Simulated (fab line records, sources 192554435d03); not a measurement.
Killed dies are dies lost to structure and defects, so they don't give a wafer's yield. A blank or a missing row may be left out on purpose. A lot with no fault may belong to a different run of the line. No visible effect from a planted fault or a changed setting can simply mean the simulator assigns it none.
Which tool was responsible? || flow n5Finfet || Sampling: 14 lots, 42 wafers, 3 of 1938 route steps

== WHAT THE GAUGES READ, wafer by wafer ==
N5_ZERO_LAYER_CD_MEAS_11 targets a cd of 2000 nm.
{"lot": "L807", "measured": "day 1 12:38", "on": "cdSem-02", "cdNm (nm)": "1999.7 1995.9 1997.9"}
{"lot": "L809", "measured": "day 2 00:50", "on": "cdSem-02", "cdNm (nm)": "2001.4 2000.4 1998.6"}
{"lot": "L810", "measured": "day 2 06:46", "on": "cdSem-03", "cdNm (nm)": "1999.5 2001.0 1999.7"}
{"lot": "L811", "measured": "day 2 12:38", "on": "cdSem-01", "cdNm (nm)": "1997.8 1996.0 1999.5"}
{"lot": "L812", "measured": "day 2 18:47", "on": "cdSem-03", "cdNm (nm)": "1998.4 2000.7 1999.8"}
{"lot": "L814", "measured": "day 3 06:39", "on": "cdSem-01", "cdNm (nm)": "1999.0 2001.4 2000.0"}
{"lot": "L815", "measured": "day 3 12:39", "on": "cdSem-02", "cdNm (nm)": "2001.6 2004.2 1999.9"}
{"lot": "L816", "measured": "day 3 18:46", "on": "cdSem-02", "cdNm (nm)": "1999.7 2001.3 2004.9"}
{"lot": "L818", "measured": "day 4 06:46", "on": "cdSem-01", "cdNm (nm)": "1993.5 1995.9 1996.8"}
{"lot": "L819", "measured": "day 4 12:38", "on": "cdSem-01", "cdNm (nm)": "1998.9 1999.6 1999.3"}
{"lot": "L820", "measured": "day 4 18:38", "on": "cdSem-03", "cdNm (nm)": "2000.2 1998.4 1999.5"}
{"lot": "L826", "measured": "day 6 06:50", "on": "cdSem-02", "cdNm (nm)": "2000.3 1996.7 2000.1"}
{"lot": "L827", "measured": "day 6 12:38", "on": "cdSem-01", "cdNm (nm)": "1999.1 1997.7 1995.6"}
{"lot": "L828", "measured": "day 6 18:46", "on": "cdSem-01", "cdNm (nm)": "2002.0 1997.5 2000.1"}

N5_WELL_APT_CD_MEAS_25 targets a cd of 200 nm.
{"lot": "L807", "measured": "day 1 14:41", "on": "cdSem-02", "cdNm (nm)": "201.2 198.6 202.7"}
{"lot": "L809", "measured": "day 2 02:52", "on": "cdSem-03", "cdNm (nm)": "203.1 200.5 204.2"}
{"lot": "L810", "measured": "day 2 08:49", "on": "cdSem-03", "cdNm (nm)": "203.4 198.5 202.6"}
{"lot": "L811", "measured": "day 2 14:48", "on": "cdSem-02", "cdNm (nm)": "202.9 203.4 200.3"}
{"lot": "L812", "measured": "day 2 21:05", "on": "cdSem-03", "cdNm (nm)": "199.7 199.0 201.6"}
{"lot": "L814", "measured": "day 3 08:42", "on": "cdSem-03", "cdNm (nm)": "199.6 199.4 200.1"}
{"lot": "L815", "measured": "day 3 14:56", "on": "cdSem-03", "cdNm (nm)": "199.9 203.0 201.5"}
{"lot": "L816", "measured": "day 3 21:04", "on": "cdSem-02", "cdNm (nm)": "198.6 200.5 198.4"}
{"lot": "L818", "measured": "day 4 09:03", "on": "cdSem-01", "cdNm (nm)": "200.4 202.0 198.0"}
{"lot": "L819", "measured": "day 4 14:48", "on": "cdSem-03", "cdNm (nm)": "199.5 202.0 201.4"}
{"lot": "L820", "measured": "day 4 20:54", "on": "cdSem-03", "cdNm (nm)": "202.3 201.7 205.2"}
{"lot": "L826", "measured": "day 6 09:44", "on": "cdSem-03", "cdNm (nm)": "202.5 200.7 202.8"}
{"lot": "L827", "measured": "day 6 15:16", "on": "cdSem-03", "cdNm (nm)": "- - -"}
{"lot": "L828", "measured": "day 6 20:57", "on": "cdSem-03", "cdNm (nm)": "- - -"}

== EACH LOT AND THE TOOL THAT RAN IT (in order: tool; ch and the chambers of the sampled wafers; start) ==
{"lot": "L807", "N5_WELL_APT_DEVELOP_24": "lithoTrack-04 ch 0, day 1 14:35"}
{"lot": "L809", "N5_WELL_APT_DEVELOP_24": "lithoTrack-04 ch 0, day 2 02:46"}
{"lot": "L810", "N5_WELL_APT_DEVELOP_24": "lithoTrack-04 ch 0, day 2 08:42"}
{"lot": "L811", "N5_WELL_APT_DEVELOP_24": "lithoTrack-04 ch 0, day 2 14:41"}
{"lot": "L812", "N5_WELL_APT_DEVELOP_24": "lithoTrack-03 ch 0, day 2 20:58"}
{"lot": "L814", "N5_WELL_APT_DEVELOP_24": "lithoTrack-01 ch 0, day 3 08:35"}
{"lot": "L815", "N5_WELL_APT_DEVELOP_24": "lithoTrack-04 ch 0, day 3 14:50"}
{"lot": "L816", "N5_WELL_APT_DEVELOP_24": "lithoTrack-01 ch 0, day 3 20:58"}
{"lot": "L818", "N5_WELL_APT_DEVELOP_24": "lithoTrack-04 ch 0, day 4 08:56"}
{"lot": "L819", "N5_WELL_APT_DEVELOP_24": "lithoTrack-04 ch 0, day 4 14:41"}
{"lot": "L820", "N5_WELL_APT_DEVELOP_24": "lithoTrack-03 ch 0, day 4 20:47"}
{"lot": "L826", "N5_WELL_APT_DEVELOP_24": "lithoTrack-04 ch 0, day 6 09:38"}
{"lot": "L827", "N5_WELL_APT_DEVELOP_24": "lithoTrack-03, day 6 15:10"}
{"lot": "L828", "N5_WELL_APT_DEVELOP_24": "lithoTrack-01, day 6 20:50"}
- N5_WELL_APT_DEVELOP_24: develop time 45 s.

== AS READ BY THE TOOLS THEMSELVES (means over the sampled wafers that have a number; for cases with no such wafer, the mark the record gives instead) ==
N5_WELL_APT_DEVELOP_24.
{"lot": "L807", "tool": "lithoTrack-04", "chillPlateTempC (C)": 22.97}
{"lot": "L809", "tool": "lithoTrack-04", "chillPlateTempC (C)": 22.98}
{"lot": "L810", "tool": "lithoTrack-04", "chillPlateTempC (C)": 23.05}
{"lot": "L811", "tool": "lithoTrack-04", "chillPlateTempC (C)": 22.98}
{"lot": "L812", "tool": "lithoTrack-03", "chillPlateTempC (C)": 23.12}
{"lot": "L814", "tool": "lithoTrack-01", "chillPlateTempC (C)": 23.10}
{"lot": "L815", "tool": "lithoTrack-04", "chillPlateTempC (C)": 22.98}
{"lot": "L816", "tool": "lithoTrack-01", "chillPlateTempC (C)": 23.04}
{"lot": "L818", "tool": "lithoTrack-04", "chillPlateTempC (C)": 23.00}
{"lot": "L819", "tool": "lithoTrack-04", "chillPlateTempC (C)": 23.14}
{"lot": "L820", "tool": "lithoTrack-03", "chillPlateTempC (C)": 23.11}
{"lot": "L826", "tool": "lithoTrack-04", "chillPlateTempC (C)": 22.90}
{"lot": "L827", "tool": "lithoTrack-03", "chillPlateTempC (C)": "-"}
{"lot": "L828", "tool": "lithoTrack-01", "chillPlateTempC (C)": "-"}

== THE ANSWER, worked out from the rows above alone ==
Rule: what is usual is taken from the lots themselves. The widest of any qualifying gaps counts: lots, ordered by their means at a reading, are off when they make up no more than a third of the lots, leave a main group of 4 or more, and stand apart from it by 3 or more times the standard deviation of that group's means. The tables above print the reading to a certain number of digits; a main group whose means all agree to those digits is not used. A lot without any number at a reading at which 4 lots or more have one is off too. All remaining lots with rows at the step are treated as sound. Order of review: gauges by route order, followed by the tools' own readings, for which a lot's mean as printed above is used. The first step at which some lot is off is used, and at that step the reading that is off furthest; a lot without a number counts as furthest.
Off: L827, L828 (N5_WELL_APT_CD_MEAS_25, cdNm). Without a number there: L827, L828. Main group: mean 201.1 nm, sd 1.2.
A tool fits if, at a process step before that reading, it ran every lot that is off, and no sound lot after the first of them. The gauges at N5_WELL_APT_CD_MEAS_25 aren't tried: what is off there is off at N5_WELL_APT_DEVELOP_24 too, on other tools, and a gauge's error can't cause that. Not one of the candidates tried fits.

== WHAT WAS PUT IN BY THE SIMULATOR ==
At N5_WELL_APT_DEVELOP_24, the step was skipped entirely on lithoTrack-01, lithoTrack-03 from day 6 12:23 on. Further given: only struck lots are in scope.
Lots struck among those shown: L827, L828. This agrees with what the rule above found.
